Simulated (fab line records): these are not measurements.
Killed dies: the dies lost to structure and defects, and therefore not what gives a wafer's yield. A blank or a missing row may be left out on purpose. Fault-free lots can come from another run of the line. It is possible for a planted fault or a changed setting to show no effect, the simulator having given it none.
Matching of chambers / flow n5 finfet / 4 sister chambers for N5_BEOL_M13_ETCH_68 on rie diel-01
The step etches SOC in N2/H2, time 355 s. 4 wafers are shown with their chamber, then 7 later ones without.

WAFERS PAIRED WITH THEIR CHAMBERS
wafer=L083.2; chamber=0; showerhead plenum p Torr (Torr)=2.42
wafer=L083.6; chamber=3; showerhead plenum p Torr (Torr)=2.56
wafer=L090.3; chamber=2; showerhead plenum p Torr (Torr)=2.59
wafer=L090.5; chamber=1; showerhead plenum p Torr (Torr)=2.59

WAFERS WITHOUT THEIR CHAMBER
wafer=L090.6; showerhead plenum p Torr (Torr)=2.59
wafer=L093.1; showerhead plenum p Torr (Torr)=2.55
wafer=L093.4; showerhead plenum p Torr (Torr)=2.58
wafer=L093.6; showerhead plenum p Torr (Torr)=2.59
wafer=L096.1; showerhead plenum p Torr (Torr)=2.58
wafer=L096.4; showerhead plenum p Torr (Torr)=2.55
wafer=L096.6; showerhead plenum p Torr (Torr)=2.55

EACH ONE'S CHAMBER
wafer=L090.6; from the rows above=can't be placed: 1 or 2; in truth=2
wafer=L093.1; from the rows above=3; in truth=3
wafer=L093.4; from the rows above=can't be placed: 1 or 2 or 3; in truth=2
wafer=L093.6; from the rows above=can't be placed: 1 or 2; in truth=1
wafer=L096.1; from the rows above=can't be placed: 1 or 2 or 3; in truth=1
wafer=L096.4; from the rows above=3; in truth=3
wafer=L096.6; from the rows above=3; in truth=3
3 of 7 placed correctly. These rows do not allow placing 4 (true chamber among the candidates in 4). Wrongly placed: 0.
How it was worked out, from the rows above alone: a wafer's distance from a chamber is the root of the sum, over the readings, of the square of ((its reading less the chamber's mean) divided by the reading's scatter). The wafer belongs to the nearest chamber; if the next one is less than 2 further off, it can't be placed. A chamber's mean is the mean of its shown wafers. The scatter (one wafer shown for each chamber): square how far every hidden wafer sits from the nearest shown wafer, average those squares and take the square root.
